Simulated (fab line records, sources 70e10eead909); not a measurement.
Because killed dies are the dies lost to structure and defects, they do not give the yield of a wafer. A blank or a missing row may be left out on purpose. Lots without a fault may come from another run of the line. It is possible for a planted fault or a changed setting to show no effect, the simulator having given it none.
Problem report in the 8D (eight disciplines) form, filled by code ; flow nand-harc ; the parts of the form that need people (team, actions taken, sign-off) are left out

1. THE ISSUE
Mean of killed-at-array at NHARC_END_SORT_01: 676 over 2 wafers from 1 lot, against 57 (standard deviation 19) on wafers with no fault. That is +33 standard deviations from the usual mean.
First observed at day 28 11:38: wafer L289.2, on prober-02. The record holds 6 wafers of 2 lots with a number at this step. By rule, "out" or "out of limits" means more than 4 standard deviations away from the usual mean. Any other wafer with a number is counted as sound.

2. WHAT IT IS, AND WHAT IT ISN'T
question;is;is not
which readings at this step;killed-at-array, killed-dies;killed-at-other, killed-at-periphery, killed-open, killed-short
which lots;L289;L283
which wafers of those lots;L289.2, L289.6;L289.4
read on which gauges;prober-02;prober-01
when;from day 28 11:38;"up to then (3 sound wafers); but 1 sound wafer of L289 came after"

3. SUSPECTS, AND WHAT RULES EACH OUT
Counting: any tool at a process step up to the reading remains a suspect provided it ran every lot that is out. Sound lots after the first of them don't rule it out here, since some wafers of a struck lot are sound.
- the gauge at NHARC_END_SORT_01 is ruled out. All the wafers that are out were read on prober-02, but those of them that NHARC_A_STAIRCASE_TRIM_24 has rows for are out there too, on other tools.
- rie-diel-07 at NHARC_A_STAIRCASE_ETCH_19 (etches the open film in C4F8/O2, target depth 100 nm, time 40.5 s): kept. It ran the lot that is out, L289 (day 20 00:34); its last sound lot up to then is L283 (day 17 10:49). Because NHARC_A_STAIRCASE_ETCH_19 lacks a start for some lots, the hours and order of its lots are taken from NHARC_A_STAIRCASE_TRIM_24.
- rie-diel-04 at NHARC_A_STAIRCASE_TRIM_22 (chemistry O2, time 211.2 s): kept. It ran the lot that is out, L289 (day 20 00:34). Because NHARC_A_STAIRCASE_TRIM_22 lacks a start for some lots, the hours and order of its lots are taken from NHARC_A_STAIRCASE_TRIM_24.
- rie-diel-04 at NHARC_A_STAIRCASE_ETCH_23 (etches the open film in C4F8/O2, target depth 100 nm, time 40.5 s): kept. It ran the lot that is out, L289 (day 20 00:34). Because NHARC_A_STAIRCASE_ETCH_23 lacks a start for some lots, the hours and order of its lots are taken from NHARC_A_STAIRCASE_TRIM_24.
- rie-diel-04 at NHARC_A_STAIRCASE_TRIM_24 (chemistry O2, time 211.2 s): kept. It ran the lot that is out, L289 (day 20 00:34). Out on those wafers are its own readings of oes-product-au.
- Within rie-diel-04 at NHARC_A_STAIRCASE_TRIM_22: the wafers that are out ran in chamber 0; their sound lot-mates ran in chamber 1.
- Within rie-diel-04 at NHARC_A_STAIRCASE_ETCH_23: the wafers that are out ran in chambers 1, 2; their sound lot-mates ran in chamber 3.
- Within rie-diel-04 at NHARC_A_STAIRCASE_TRIM_24: the wafers that are out ran in chamber 0; their sound lot-mates ran in chamber 1.
Left after counting: rie-diel-07 at NHARC_A_STAIRCASE_ETCH_19, rie-diel-04 at NHARC_A_STAIRCASE_TRIM_22, rie-diel-04 at NHARC_A_STAIRCASE_ETCH_23, rie-diel-04 at NHARC_A_STAIRCASE_TRIM_24.

4. THE CAUSE (what the simulator had put in)
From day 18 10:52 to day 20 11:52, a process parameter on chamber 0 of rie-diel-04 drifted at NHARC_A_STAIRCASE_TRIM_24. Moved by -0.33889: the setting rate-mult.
Of the 4 suspects that counting leaves, this tool is one.

5. SEQUENCE OF EFFECTS, ordered by route
Each row: a reading where the mean over the struck wafers with a number is more than 3 standard deviations away from the usual. Readings are gone through only where the record gives a usual standard deviation; hours: the median, over the lots, of the time from a lot's start at the first step in this table giving one to that lot's start at this step; sigmas: the change measured in usual standard deviations.
hours;step;reading;usual;on struck wafers;change;sigmas
0;NHARC_A_STAIRCASE_TRIM_24;oes-product-au;0.997 a.u.;0.778;-0.219;-20
203;NHARC_END_SORT_01;killed-at-array;57;676;+619;+33
203;NHARC_END_SORT_01;killed-dies;62;677;+615;+32
Its process steps:
- NHARC_A_STAIRCASE_TRIM_24: chemistry O2, time 211.2 s.

6. WHAT WOULD HAVE CAUGHT IT SOONER
In this record the first reading out of limits at a measuring or inspecting step was taken at day 28 11:38, 241 hours after the fault began at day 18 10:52.
At NHARC_A_STAIRCASE_TRIM_24, the tool's own readings (oes-product-au) were out on each struck wafer the step has a row for, so an alarm limit on them would have fired on the first such wafer.
By day 28 11:38, every lot that is out (1) had started NHARC_A_STAIRCASE_TRIM_24 on rie-diel-04. Holding the tool at that point would not have protected any of them.
